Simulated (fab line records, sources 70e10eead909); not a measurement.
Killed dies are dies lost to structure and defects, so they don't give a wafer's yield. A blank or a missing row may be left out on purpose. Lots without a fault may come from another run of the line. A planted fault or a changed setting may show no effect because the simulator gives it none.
A struck lot beside a sound one | flow nand_harc | 14 steps out of a route of 1302
Sound: wafers L188.4, L188.5, L188.6. Struck: wafer L200.2. (L200.4 of the same lot was not struck and is left out.) The cause comes at the end.
At each step with rows: each side's tool, then ch and its chambers, then its first start. Under that, the readings that differ: sound wafers | struck wafers | difference of the means | sigmas: that difference in standard deviations of wafers without a fault.
alike: readings whose means differ by less than 2 such deviations, and words and numbers that are the same on both sides. not compared: withheld readings, readings that some wafer has no value for, bounds like >300 that may hide the same value, and numbers for which the record gives no deviation and whose values overlap.
The two part at a step that has a row with sigmas, a row that says differs or no value, or rows on one side only. Numbers that don't overlap but have no deviation are shown without sigmas and don't part them. A reading that every wafer of one side lacks parts them only if that side has two wafers or more.

first, 9 steps without rows for these wafers: NHARC_THIN_TSV_PVD_24 (deposits Al, target thk 800 nm); NHARC_THIN_TSV_DEHYDRATE_25 (time 120 s); NHARC_THIN_TSV_HMDS_26 (time 30 s); NHARC_THIN_TSV_COAT_27; NHARC_THIN_TSV_SOFTBAKE_28 (time 95 s); NHARC_THIN_TSV_EBR_29; NHARC_THIN_TSV_EXPOSE_30 (exposes mask PAD); NHARC_THIN_TSV_PEB_31 (peb time 85 s); NHARC_THIN_TSV_DEVELOP_32 (time 70 s).
NHARC_THIN_TSV_CD_MEAS_33: target cd 5000 nm.
  sound on cd_sem-02 ch 0, day 24 09:17; struck on cd_sem-02 ch 0, day 29 21:52
  alike: cd_nm
then, 1 step without rows for these wafers: NHARC_THIN_TSV_HARDBAKE_34 (time 80 s).
NHARC_THIN_TSV_DESCUM_35: chemistry O2, time 3 s.
  sound on rie_diel-04 ch 0,2,3, day 24 09:29; struck on rie_diel-04 ch 1, day 29 22:01
  reading                | sound     | struck | difference                   | sigmas
  mfc_ar_sccm (sccm)     | 0 0.018 0 | 0.023  | +0.017                       | +2
  rf_hours_counter_h (h) | - - -     | 9.8    | no value on the sound wafers |
  alike: drypump_motor_current_A, oes_product_au, rf_vpp_V, showerhead_plenum_p_Torr, throttle_valve_pct
NHARC_THIN_TSV_ETCH_59: etches the open film in Cl2/BCl3, target depth 880 nm, time 138.1 s.
  sound on rie_metal-02 ch 0,1, day 24 09:41; struck on rie_metal-02 ch 1, day 29 22:11
  reading                | sound             | struck | difference                   | sigmas
  oes_product_au (a.u.)  | 1.000 0.999 1.011 | 0.948  | -0.055                       | -5
  rf_hours_counter_h (h) | - - -             | 0.7    | no value on the sound wafers |
  alike: drypump_motor_current_A, throttle_valve_pct
NHARC_THIN_TSV_ETCH_36: etches the open film in Cl2/BCl3, target depth 65 nm, time 18.571 s.
  sound on rie_metal-02 ch 0,1, day 24 09:52; struck on rie_metal-02 ch 1, day 29 22:25
  reading                | sound | struck | difference                   | sigmas
  rf_hours_counter_h (h) | - - - | 0.9    | no value on the sound wafers |
  alike: drypump_motor_current_A, oes_product_au

WHERE THEY PART
First at NHARC_THIN_TSV_DESCUM_35; last, within this record, at NHARC_THIN_TSV_ETCH_36.

WHY: what the simulator had put in
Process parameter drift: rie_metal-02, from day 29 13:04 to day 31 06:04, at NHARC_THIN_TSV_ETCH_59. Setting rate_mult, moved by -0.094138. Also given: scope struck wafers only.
